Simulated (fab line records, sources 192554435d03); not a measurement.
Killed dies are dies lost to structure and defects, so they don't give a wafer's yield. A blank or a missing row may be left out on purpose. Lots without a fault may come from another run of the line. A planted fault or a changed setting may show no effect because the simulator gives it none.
fab line records | flow n5_finfet
record lots=4 wafers=12 last_day=16
route steps=1938 shown BEOL_M11@1592 BEOL_M12@1602 PASSIVATION@1936
lots that met no fault: from a run of the same line without faults
start_h: hours from the record's first day to the start of the lot's first wafer shown | wait_h: hours since the lot's step before | " the same as in the row above | L1.1+2: a row that stands for several wafers | - no value, or no start given | * or withheld: withheld | < > ~ a bound
route shown NAME@n: a module of which the file shows steps, and the number in the route of the first | usual: mean/standard deviation of fault-free wafers | same: alike in all rows | chamber/n: place in a boat | sites: the reading at each site | _std_site: their standard deviation | _edge_site: outer sites' mean less inner sites' | radius_mm: how far each site lies from the wafer's centre | mask NAME#n: copy n | behind: the tool/chamber that last shaped the wafer | hold: why the lot was held/for how many hours/how that ended | device: the transistor (n, p or np) that didn't switch | end of line: the same wafers' tests at the end of the route | a step without rows: its recipe alone | killed: dies lost to structure and defects at the first sort, not the wafer's yield | map: a wafer's dies, x killed, . not, _ none there
set.NAME: the setting as run; set.NAME@STEP: as run at that earlier step | model.NAME: the simulator's own value behind a step, which no gauge read
lots at some steps of the route; a table a step, a row a wafer
services: from which hour (start_h, from the record's first day; less than 0 if before it) a tool's chamber was out of use, for how many hours, and why
## steps
# step N5_BEOL_M11_CVD_75
# recipe material=Co target_thk_a=20 temp_c=withheld precursor=CCTBA/H2 pressure_torr=30 time_s=138.9
# step N5_BEOL_M11_SPUTTER_48
# recipe material=Cu target_thk_a=120 temp_c=-20 bias_v=60 power_w=26000 chamber_pressure_pa=0.13 time_s=2
# step N5_BEOL_M11_ECD_50
# recipe material=Cu target_thk_a=3180
# step N5_BEOL_M11_ANNEAL_51
# recipe temp_c=225 time_s=90 ambient=N2
# step N5_BEOL_M11_CMP_52
# recipe stop_on=SiCOH_lowk t_overpolish_s=7 down_force_psi=1 platen_rpm=50 clearing_platen_down_force_psi=1.5 clearing_platen_rpm=50 post_cmp_clean=cu_alkaline target_thk_nm=140 clearing_platen_pad_velocity_m_s=0.99484 pad_velocity_m_s=0.99484
# step N5_BEOL_M11_PRE_CLEAN_55
# recipe gas=NH3 time_s=15 temp_c=withheld rf_power_w=300
# step N5_BEOL_M11_DEP_56
# recipe material=SiCN target_thk_a=300 temp_c=withheld precursor=3MS/NH3 pressure_torr=3 rf_w=675 time_s=10.5
# step N5_BEOL_M12_ILD_DEP_00
# recipe material=SiOC target_thk_a=6589.2 temp_c=350 precursor=DEMS/O2 pressure_torr=5 rf_w=500 time_s=130.7
# step N5_BEOL_M12_COAT_58
# recipe resist=BARC temp_c=205 time_s=60 spin_rpm=1500 resist_thk_nm=89
# usual dispense_pressure_kPa=49.85/0.25 heater_power_total_W=391.7/1.3 spin_speed_rpm=1500.1/1.1
# columns lot.wafer tool chamber start_h wait_h dispense_pressure_kPa heater_power_total_W spin_speed_rpm model.BARC_of_BEOL_M12_COAT_58.thk_nm
L440.2 litho_track-02 0 235.78 0.0 49.65 390.4 1500.5 89
L440.3 " 0 " " 49.68 391.4 1499.9 89.2
L440.6 " 0 " " 49.70 392.8 1500.3 89.2
L447.3 litho_track-02 0 305.66 0.0 49.63 393.7 1406.7 91.4
L447.4 " 0 " " 49.65 390.7 1407.5 91.4
L447.6 " 0 " " 49.66 390.3 1406.8 91.6
L450.2 litho_track-02 0 315.37 0.0 49.61 391.5 1407.1 92
L450.3 " 0 " " 49.61 392.0 1407.7 92
L450.6 " 0 " " 49.65 393.9 1406.9 91.8
L454.4 litho_track-04 0 336.95 0.0 50.12 393.2 1500.5 88.4
L454.5 " 0 " " 50.11 391.3 1499.6 88.6
L454.6 " 0 " " 50.10 390.2 1498.9 88.6
# step N5_BEOL_M12_COAT_04
# recipe spin_rpm=1625 resist_thk_nm=400
# step N5_BEOL_M12_EBR_06
# recipe solvent=PGMEA ebr_width_mm=1.5
# step N5_BEOL_M12_SOFTBAKE_05
# recipe temp_c=130 time_s=60
# step N5_BEOL_M12_EXPOSE_07
# recipe mask_id=V11 na=0.93 source_shape=conventional sigma_outer=0.6 polarization=unpolarized attpsm_phase_deg=180 dose_mj=32.5
# step N5_BEOL_M12_PEB_08
# recipe peb_temp_c=130 peb_time_s=90
# step N5_BEOL_M12_DEVELOP_09
# recipe develop_time_s=45 rinse_liquid=diw dry=air_spin dev_temp_c=21
# step N5_BEOL_M12_HARDBAKE_14
# recipe temp_c=130 time_s=120
# step N5_BEOL_M12_DESCUM_15
# recipe chemistry=O2 time_s=7.9 source_power_w=50 bias_power_w=20 pressure_mtorr=20 rf_frequency_hz=2.712e+07 temp_c=40 o2_flow_sccm=225
# step N5_BEOL_M12_ETCH_59
# recipe chemistry=N2/H2 target=BARC target_depth_a=890 overetch_a=267 time_s=67.9 ion_energy_ev=200 pressure_mtorr=30 source_w=840 bias_w=150 n2_flow_sccm=200 h2_flow_sccm=200
# usual drypump_motor_current_A=5.8/0.41 n2_flow_sccm=200.1/0.66 oes_product_au=0.67/0.059 rf_vpp_V=524.3/2.2 showerhead_plenum_p_Torr=2.55/0.077 throttle_valve_pct=17.9/0.31
# columns lot.wafer tool chamber start_h wait_h drypump_motor_current_A n2_flow_sccm oes_product_au rf_hours_counter_h rf_vpp_V showerhead_plenum_p_Torr throttle_valve_pct model.etch.depth_nm
L440.2 rie_diel-03 3 236.30 0.0 5.1 200.3 0.59 239 520.5 2.40 18.1 89.03
L440.3 " 1 " " 5.8 199.7 0.75 52 526.5 2.68 17.5 89.18
L440.6 " 1 " " 5.8 200.6 0.74 - 527.6 2.68 17.5 89.18
L447.3 rie_diel-01 0 306.18 0.0 5.5 199.8 0.71 77 523.7 2.47 18.3 91.43
L447.4 " 1 " " 5.5 199.4 0.67 151 521.4 2.54 17.6 91.5
L447.6 " 1 " " 5.5 199.4 0.67 - 523.0 2.54 17.6 91.53
L450.2 rie_diel-01 0 315.99 0.0 5.5 201.3 0.72 80 521.4 2.47 18.4 91.99
L450.3 " 3 " " 6.1 199.2 0.72 51 521.5 2.48 17.4 91.94
L450.6 " 2 " " 5.9 200.0 0.60 - 525.0 2.62 18.3 91.81
L454.4 rie_diel-03 1 337.46 0.0 5.8 199.7 0.70 91 528.0 2.67 17.6 88.31
L454.5 " 3 " " 5.1 200.0 0.80 - 528.8 2.71 17.7 88.59
L454.6 " 2 " " 5.6 200.2 0.64 - 526.3 2.64 18.0 88.57
# step N5_BEOL_M12_VIA_ETCH_16
# recipe chemistry=C4F8/O2/Ar target=SiOC pressure_mtorr=30 source_w=3000 bias_w=700 Ar_flow_sccm=400 C4F8_flow_sccm=15 O2_flow_sccm=8 he_inner_torr=15 he_outer_torr=30 target_depth_a=7248 time_s=withheld ion_energy_ev=250 ends=cleared
# step N5_BEOL_M12_STRIP_63
# recipe chemistry=N2/H2 power_w=1000 temp_c=250 h2_frac=0.65 overash_fraction=0.3 pressure_mtorr=1000 n2_flow_sccm=1750 h2_flow_sccm=3250
# step N5_BEOL_M12_STRIP_64
# recipe chemistry=N2/H2 power_w=1000 temp_c=250 h2_frac=0.65 overash_fraction=0.3 pressure_mtorr=withheld n2_flow_sccm=1750 h2_flow_sccm=3250
# usual drypump_motor_current_A=5.36/0.089 heater_power_w=347/24 n2_flow_sccm=1750/5.5 oes_product_au=0.715/0.0045 strip_time_to_endpoint_s=31.28/0.064
# same overash_fraction=0.3
# columns lot.wafer tool chamber start_h wait_h drypump_motor_current_A heater_power_w n2_flow_sccm oes_product_au rf_hours_counter_h strip_time_to_endpoint_s
L440.2 plasma_asher-01 0 236.61 0.0 5.49 347 1757 0.716 66 31.32
L440.3 " 0 " " 5.50 347 1760 0.717 - 31.36
L440.6 " 0 " " 5.46 342 1751 0.712 - 31.34
L447.3 plasma_asher-02 0 306.51 0.0 5.29 350 1750 0.715 - 31.99
L447.4 " 1 " " 5.30 367 1751 0.710 - 32.00
L447.6 " 0 " " 5.28 361 1754 0.710 - 32.03
L450.2 plasma_asher-02 0 316.30 0.0 5.28 356 1749 0.710 137 32.16
L450.3 " 1 " " 5.32 368 1753 0.711 - 32.15
L450.6 " 0 " " 5.27 347 1750 0.716 - 32.13
L454.4 plasma_asher-01 1 337.80 0.0 5.50 298 1753 0.719 - 31.12
L454.5 " 1 " " 5.48 300 1752 0.716 - 31.18
L454.6 " 0 " " 5.47 348 1758 0.711 - 31.18
# step N5_BEOL_M12_STRIP_71
# recipe chemistry=post_etch_residue_remover time_s=60 temp_c=25 remover_ph=withheld remover_water_wt_pct=withheld remover_fluoride_wt_pct=withheld
# step N5_PASSIVATION_PROBE_49
# usual defect_limited_yield=91.1/1.4 killed_at_M0_to_M3=33/10 killed_at_M4_up=15/5.8 killed_at_contacts=13/5.9 killed_at_front_end=39/11 killed_at_other=4/3.6 killed_dies=105/16 killed_open=68/11 killed_short=34/7.8 sort_bin_5_function=5.2/0.88 sort_bin_6_memory=3.3/0.61 sort_n_pass=1075/16 sort_yield_pct=91.1/1.4
# same gross_dies=1180 killed_at_back_side=0 sort_bin_4_leakage[%]=0 sort_bin_8_speed[%]=0
# columns lot.wafer tool chamber start_h wait_h defect_limited_yield[%] killed_at_M0_to_M3 killed_at_M4_up killed_at_contacts killed_at_front_end killed_at_other killed_dies killed_open killed_short sort_bin_5_function[%] sort_bin_6_memory[%] sort_n_pass sort_yield_pct[%]
L440.2 prober-01 - 275.11 0.1 91.4 30 16 10 43 2 101 66 33 5.2 3.1 1079 91.4
L440.3 prober-01 - 275.16 0.1 90.8 34 12 14 47 1 108 65 38 5.3 3.4 1072 90.8
L440.6 prober-01 - 275.31 0.3 92.3 27 20 7 34 3 91 56 33 4.5 3.1 1089 92.3
L447.3 prober-01 - 347.50 0.1 90.4 37 6 22 48 0 113 77 32 5.2 4.1 1067 90.4
L447.4 prober-01 - 347.55 0.2 89.1 59 6 7 55 2 129 69 54 5.4 4.2 1051 89.1
L447.6 prober-01 - 347.65 0.3 90.1 36 7 18 50 6 117 80 34 5.3 4.1 1063 90.1
# killed by level:class
L440.2 BEOL_M2:geometric_particle:open=12 FIN_SAQP:geometric_particle:open=11 MOL_CONTACT_COAG:geometric_particle:open=8 STI_FIN_REVEAL:geometric_particle:open=7 BEOL_M0_SAQP:geometric_particle:open=6 GATE_CUT:geometric_particle:short=5 STI_FIN_REVEAL:geometric_particle:short=4 FIN_SAQP:geometric_particle:short=4
L440.3 FIN_SAQP:geometric_particle:open=18 FIN_SAQP:geometric_particle:short=14 MOL_CONTACT_COAG:geometric_particle:open=9 BEOL_M3:geometric_particle:open=8 BEOL_M1:geometric_particle:open=7 MOL_CONTACT_COAG:geometric_particle:short=5 BEOL_M0_SAQP:geometric_particle:short=5 BEOL_M0_SAQP:geometric_particle:open=4
L440.6 BEOL_M2:geometric_particle:open=11 BEOL_M4:geometric_particle:open=9 FIN_SAQP:geometric_particle:open=6 FIN_SAQP:geometric_particle:short=5 GATE_CUT:geometric_particle:short=5 BEOL_M4:geometric_particle:short=5 STARTING-WAFER:geometric_particle:short=5 MOL_CONTACT_COAG:geometric_particle:open=4
L447.3 MOL_CONTACT_COAG:geometric_particle:open=18 STI_FIN_REVEAL:geometric_particle:open=15 BEOL_M0_SAQP:geometric_particle:open=15 FIN_SAQP:geometric_particle:short=8 GATE_CUT:geometric_particle:short=6 BEOL_M3:geometric_particle:open=5 STI_FIN_REVEAL:geometric_particle:short=4 BEOL_M0_SAQP:geometric_particle:short=4
L447.4 GATE_CUT:geometric_particle:short=18 BEOL_M0_SAQP:geometric_particle:open=16 BEOL_M0_SAQP:geometric_particle:short=13 STI_FIN_REVEAL:geometric_particle:open=10 BEOL_M1:geometric_particle:open=10 FIN_SAQP:geometric_particle:short=9 FIN_SAQP:geometric_particle:open=7 BEOL_M3:geometric_particle:open=7
L447.6 MOL_CONTACT_COAG:geometric_particle:open=16 STI_FIN_REVEAL:geometric_particle:open=12 BEOL_M3:geometric_particle:open=9 BEOL_M0_SAQP:geometric_particle:short=8 FIN_SAQP:geometric_particle:open=7 BEOL_M0_SAQP:geometric_particle:open=7 DUMMY_GATE:geometric_particle:open=6 FIN_SAQP:geometric_particle:short=5
## services
# columns tool chamber start_h hours kind
rie_diel-01 1 247.05 2.6 repair
rie_diel-03 3 247.54 9.3 repair
rie_diel-03 0 259.40 - clean
rie_diel-03 0 259.40 - consumable_replace:focus_ring
rie_diel-03 0 259.40 20.5 scheduled_down
rie_diel-03 0 259.40 20.5 vent_cycle
rie_diel-03 - 267.25 1.6 repair
rie_diel-03 3 279.88 - clean
rie_diel-03 3 279.88 - consumable_replace:focus_ring
rie_diel-03 3 279.88 - consumable_replace:showerhead
rie_diel-03 3 279.88 20.9 scheduled_down
rie_diel-03 3 279.88 20.9 vent_cycle
rie_diel-03 2 330.71 4.4 repair
## key
first_sign step=N5_BEOL_M12_COAT_58 reading=spin_speed_rpm direction=down sigmas=81 usual=* struck=*
effect step=N5_BEOL_M12_STRIP_64 reading=strip_time_to_endpoint_s direction=up sigmas=12 usual=* struck=*
model_effect step=N5_BEOL_M12_COAT_58 value=BARC_of_BEOL_M12_COAT_58.thk_nm without=88.8 struck=91.7
model_effect step=N5_BEOL_M12_ETCH_59 value=etch.depth_nm without=88.81 struck=91.7
met_at N5_BEOL_M12_COAT_58
struck_wafers L447.3,L447.4,L447.6,L450.2,L450.3,L450.6
onset_between 235.78 305.66
fault kind=process_parameter_drift tool=litho_track-02 chamber=- onset_h=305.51 steps=N5_BEOL_M12_COAT_58 channel=spin_rpm offset=* shape=step end_h=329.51 acts_in=* stated=*
